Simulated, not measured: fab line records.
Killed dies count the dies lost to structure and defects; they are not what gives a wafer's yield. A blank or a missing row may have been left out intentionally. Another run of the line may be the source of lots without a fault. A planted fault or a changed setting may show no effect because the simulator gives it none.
Which tool was responsible? -- flow n5Finfet -- Sampling: 12 lots, 31 wafers, 5 of 1938 route steps

== WHAT THE GAUGES READ, wafer by wafer ==
N5_BEOL_M13_INSPECT_55: inspects for defects (darkfield). Usual: rawDefectCount at 68, with a standard deviation of 24.
lot,measured,on,rawDefectCount,flag
L299,day 11 10:25,defectInspect-02,74 77,
L300,day 12 03:17,defectInspect-01,28 25 46,
L302,day 12 11:01,defectInspect-01,44 87 77,
L305,day 12 11:28,defectInspect-02,53 79 91,
L303,day 13 02:03,defectInspect-01,45 47,
L304,day 13 02:23,defectInspect-02,54 110 71,
L308,day 13 18:34,defectInspect-01,56 58 78,
L307,day 13 18:51,defectInspect-01,68 132 104,
L310,day 15 02:36,defectInspect-02,51 31,
L315,day 15 16:59,defectInspect-02,57 54,
L317,day 16 15:10,defectInspect-02,87 817 58,OFF
L320,day 17 13:33,defectInspect-01,55 40,

== WHICH TOOL RAN EACH LOT (tool, then ch and the chambers of the sampled wafers, then the start) ==
lot,N5_BEOL_M13_SPUTTER_43,N5_BEOL_M13_SPUTTER_45,N5_BEOL_M13_ANNEAL_48,N5_BEOL_M13_DEP_53
L299,"pvdSputter-02, day 11 09:13","pvdSputter-02, day 11 09:23","rtpAnneal-02 ch 0, day 11 09:43","pecvd-01 ch 1,2, day 11 10:19"
L300,"pvdSputter-01, day 12 02:01","pvdSputter-01, day 12 02:11","rtpAnneal-02 ch 0, day 12 02:35","pecvd-01 ch 0,2, day 12 03:11"
L302,"pvdSputter-02, day 12 09:49","pvdSputter-02, day 12 09:58","rtpAnneal-01 ch 0, day 12 10:18","pecvd-04 ch 0,2, day 12 10:55"
L305,"pvdSputter-01, day 12 10:17","pvdSputter-01, day 12 10:26","rtpAnneal-02 ch 0, day 12 10:43","pecvd-04 ch 0,1,2, day 12 11:23"
L303,"pvdSputter-02, day 13 00:42","pvdSputter-02, day 13 00:52","rtpAnneal-02 ch 0, day 13 01:08","pecvd-04 ch 1,2, day 13 01:57"
L304,"pvdSputter-02, day 13 01:12","pvdSputter-02, day 13 01:22","rtpAnneal-02 ch 0, day 13 01:41","pecvd-04 ch 0,1,2, day 13 02:18"
L308,"pvdSputter-02, day 13 17:04","pvdSputter-02, day 13 17:14","rtpAnneal-01 ch 0, day 13 17:54","pecvd-02 ch 0,1,2, day 13 18:29"
L307,"pvdSputter-03, day 13 17:10","pvdSputter-03, day 13 17:20","rtpAnneal-01 ch 0, day 13 18:05","pecvd-04 ch 0,2, day 13 18:45"
L310,"pvdSputter-02, day 15 01:25","pvdSputter-02, day 15 01:34","rtpAnneal-01 ch 0, day 15 01:51","pecvd-01 ch 0,1, day 15 02:31"
L315,"pvdSputter-02, day 15 15:32","pvdSputter-02, day 15 15:42","rtpAnneal-02 ch 0, day 15 16:20","pecvd-02 ch 0,1, day 15 16:53"
L317,"pvdSputter-02, day 16 13:58","pvdSputter-02, day 16 14:08","rtpAnneal-02 ch 0, day 16 14:28","pecvd-01 ch 0,1, day 16 15:04"
L320,"pvdSputter-01, day 17 12:02","pvdSputter-01, day 17 12:12","rtpAnneal-02 ch 0, day 17 12:48","pecvd-02 ch 0,2, day 17 13:28"
- N5_BEOL_M13_SPUTTER_43: material TaN, target thk 15 nm, time 24.19 s.
- N5_BEOL_M13_SPUTTER_45: material Cu, target thk 80 nm, time 13.33 s.
- N5_BEOL_M13_ANNEAL_48: time 90 s.
- N5_BEOL_M13_DEP_53: deposits SiCN from 3MS/NH3, target thk 50 nm, time 17.8 s.

== AS READ BY THE TOOLS THEMSELVES (means over the sampled wafers that have a number; for cases with no such wafer, the mark the record gives instead) ==
N5_BEOL_M13_SPUTTER_43. Usual: throttleValvePct at 30.2 %, with a standard deviation of 0.95.
lot,tool,throttleValvePct (%),flag
L299,pvdSputter-02,30.8,
L300,pvdSputter-01,30.4,
L302,pvdSputter-02,30.3,
L305,pvdSputter-01,31.1,
L303,pvdSputter-02,30.1,
L304,pvdSputter-02,30.5,
L308,pvdSputter-02,30.5,
L307,pvdSputter-03,29.0,
L310,pvdSputter-02,30.1,
L315,pvdSputter-02,31.0,
L317,pvdSputter-02,30.5,
L320,pvdSputter-01,29.9,

N5_BEOL_M13_SPUTTER_45. Usual: chuckGasFlowSccm 1.26 sccm, standard deviation 0.053; throttleValvePct 30.2 %, standard deviation 0.93.
lot,tool,chuckGasFlowSccm (sccm),throttleValvePct (%),flag
L299,pvdSputter-02,1.27,30.9,
L300,pvdSputter-01,1.31,30.2,
L302,pvdSputter-02,1.19,30.4,
L305,pvdSputter-01,1.24,30.9,
L303,pvdSputter-02,1.24,30.1,
L304,pvdSputter-02,1.23,30.5,
L308,pvdSputter-02,1.18,30.9,
L307,pvdSputter-03,1.30,29.1,
L310,pvdSputter-02,1.27,30.1,
L315,pvdSputter-02,1.32,30.9,
L317,pvdSputter-02,1.29,30.6,
L320,pvdSputter-01,1.24,29.9,

N5_BEOL_M13_ANNEAL_48. Usual: wafer_temp_C_max at 225.96, with a standard deviation of 0.26.
lot,tool,wafer_temp_C_max,flag
L299,rtpAnneal-02,226.04,
L300,rtpAnneal-02,226.03,
L302,rtpAnneal-01,225.74,
L305,rtpAnneal-02,225.64,
L303,rtpAnneal-02,225.91,
L304,rtpAnneal-02,225.76,
L308,rtpAnneal-01,226.01,
L307,rtpAnneal-01,225.98,
L310,rtpAnneal-01,225.84,
L315,rtpAnneal-02,226.00,
L317,rtpAnneal-02,225.87,
L320,rtpAnneal-02,226.12,

N5_BEOL_M13_DEP_53. Usual: showerheadPlenumPTorr 4.171 Torr, standard deviation 0.024; throttleValvePct 18.6 %, standard deviation 0.87.
lot,tool,showerheadPlenumPTorr (Torr),throttleValvePct (%),flag
L299,pecvd-01,4.184,18.9,
L300,pecvd-01,4.149,18.7,
L302,pecvd-04,4.184,17.7,
L305,pecvd-04,4.160,18.1,
L303,pecvd-04,4.160,17.9,
L304,pecvd-04,4.159,18.1,
L308,pecvd-02,4.177,18.5,
L307,pecvd-04,4.185,17.6,
L310,pecvd-01,4.159,19.6,
L315,pecvd-02,4.183,18.3,
L317,pecvd-01,4.172,19.9,
L320,pecvd-02,4.184,18.2,

== THE ANSWER, worked out from the rows above alone ==
Rule: lot off if the mean of its wafers having a number is beyond 3 standard deviations from the usual mean. A lot without any number at a reading at which 4 lots or more have one is off too. All remaining lots with rows at the step are treated as sound. The gauges are gone through in route order, then the tools' own readings, and for those a lot's mean is taken as printed above. The first step at which some lot is off is used, and at that step the reading that is off furthest; a lot without a number counts as furthest.
Off at N5_BEOL_M13_INSPECT_55 (rawDefectCount): L317.
If a tool, at a process step before that reading, ran all the lots that are off and no sound lot after the first of them, it fits. Those tools and the gauges at N5_BEOL_M13_INSPECT_55 are tried in the same way. Can't be told from this: 3 tools fit, pvdSputter-02 at N5_BEOL_M13_SPUTTER_43 and N5_BEOL_M13_SPUTTER_45, pecvd-01 at N5_BEOL_M13_DEP_53, defectInspect-02 at N5_BEOL_M13_INSPECT_55.

== WHAT HAD BEEN PUT IN BY THE SIMULATOR ==
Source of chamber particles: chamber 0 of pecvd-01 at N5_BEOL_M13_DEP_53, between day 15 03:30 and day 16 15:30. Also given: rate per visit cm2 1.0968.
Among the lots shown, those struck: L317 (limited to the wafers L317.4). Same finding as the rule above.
